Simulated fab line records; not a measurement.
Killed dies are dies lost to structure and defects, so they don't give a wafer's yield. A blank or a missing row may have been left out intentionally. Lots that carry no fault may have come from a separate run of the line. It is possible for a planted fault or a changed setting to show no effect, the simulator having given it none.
Lot-split experiment ; flow n5-finfet ; route with 1938 steps; 7 lots, 21 wafers read

== SPLIT DETAILS ==
At N5_PASSIVATION_EXPOSE_07 (exposes mask TV, defocus 0 nm, target cd 3000 nm), the setting dose-mj was moved away from the recipe's 22.75 on 8 of the 21 wafers read, by -6.7% to +7.1%. The other wafers ran this setting at the recipe's value.

== FROM THE SPLIT TO THE READING: what the file shows between them, 3 steps ==
- N5_PASSIVATION_PEB_08
- N5_PASSIVATION_DEVELOP_09: develop time 60 s
- N5_PASSIVATION_HARDBAKE_11: time 120 s

== THE READING ==
cd-nm (nm) at N5_PASSIVATION_CD_MEAS_10, where the cd target is 3000 nm. Typical for fault-free wafers on this fab line: 3000.8 nm, with standard deviation 1.9 nm.

wafer;tool, chamber at the split;dose-mj as run;against the recipe;cd-nm, nm;against lot-mates on the recipe
L075.1;krf-scanner-01, 0;22.75;recipe;3002.6;-
L075.2;krf-scanner-01, 0;22.75;recipe;3001.9;-
L075.4;krf-scanner-01, 0;22.75;recipe;3001.2;-
L079.3;krf-scanner-01, 0;24.37;+7.1%;3020.2;+15.9
L079.4;krf-scanner-01, 0;22.75;recipe;3004.3;-
L079.5;krf-scanner-01, 0;24.37;+7.1%;3018.1;+13.8
L086.2;krf-scanner-01, 0;22.75;recipe;2999.8;-
L086.4;krf-scanner-01, 0;22.75;recipe;3000.3;-
L086.6;krf-scanner-01, 0;22.75;recipe;2997.4;-
L087.3;krf-scanner-01, 0;22.23;-2.3%;2995.6;-5.5
L087.5;krf-scanner-01, 0;22.23;-2.3%;2996.3;-4.8
L087.6;krf-scanner-01, 0;22.75;recipe;3001.1;-
L091.2;krf-scanner-01, 0;24.27;+6.7%;3013.2;+11.1
L091.3;krf-scanner-01, 0;22.75;recipe;3002.1;-
L091.4;krf-scanner-01, 0;24.27;+6.7%;3013.9;+11.8
L096.3;krf-scanner-02, 0;21.23;-6.7%;2982.8;-17.8
L096.4;krf-scanner-02, 0;22.75;recipe;3000.6;-
L096.5;krf-scanner-02, 0;21.23;-6.7%;2984.4;-16.2
L095.1;krf-scanner-01, 0;22.75;recipe;3000.4;-
L095.4;krf-scanner-01, 0;22.75;recipe;3000.3;-
L095.5;krf-scanner-01, 0;22.75;recipe;2999.1;-

FIT RESULTS
A straight line over all 21 wafers: cd-nm changes by +2.36 nm for each +1% of dose-mj; r = +0.98; the points scatter about the line by 1.9 nm.
The same after taking each lot's own level away (the mean of its wafers on the recipe; 21 wafers): +2.14 nm for each +1%; r = +0.99; scatter 1.4 nm.
The reading moves by 15 nm for the largest change in dose-mj, on that fit.
Across the lots, their own levels run from 2999.17 to 3004.30 nm, a range of 2.7 times the standard deviation given above.
So the lot-to-lot level changes the slope: the two fits differ.
Check: +14.3 nm against its lot-mates is what the line predicts for one of the wafers moved furthest among these (+7.1%) when that wafer is left out of the fit. Against them it came out at +15.9 nm.

== OTHER SPLITS ON THESE WAFERS ==
Before the reading, these wafers also passed through other splits. Each is held against what the fit with the lots' levels taken away leaves over:
other split on the same wafers;wafers away from the commonest value;r with cd-nm (lot level and that fit taken away)
N5_BEOL_M14_PEB_26 peb-temp-c;8;-0.07
N5_BEOL_M15_COAT_60 spin-rpm;6;-0.14
N5_BEOL_M15_EXPOSE_25 dose-mj;6;+0.13
N5_MIM_BOT_ETCH_ETCH_00 bias-w;8;+0.40
N5_PASSIVATION_PECVD_55 time-s;5;-0.31

== THE WHOLE CHAIN: every reading that the file lists as answering this split, in the file's order ==
step;what it does;reading;change (the file's fit);r (the file's)
N5_PASSIVATION_CD_MEAS_10;target cd 3000 nm;cd-nm;+2.12 nm for each +1% of the setting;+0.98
N5_PASSIVATION_DESCUM_12;chemistry O2, time 7.9 s;TV_LITHO.cd-nm (the simulator's own value, which no gauge read);+2.1 nm for each +1% of the setting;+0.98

== THE FILE'S OWN FIT ==
cd-nm changes by +2.12 nm for each +1% of dose-mj, r = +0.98.
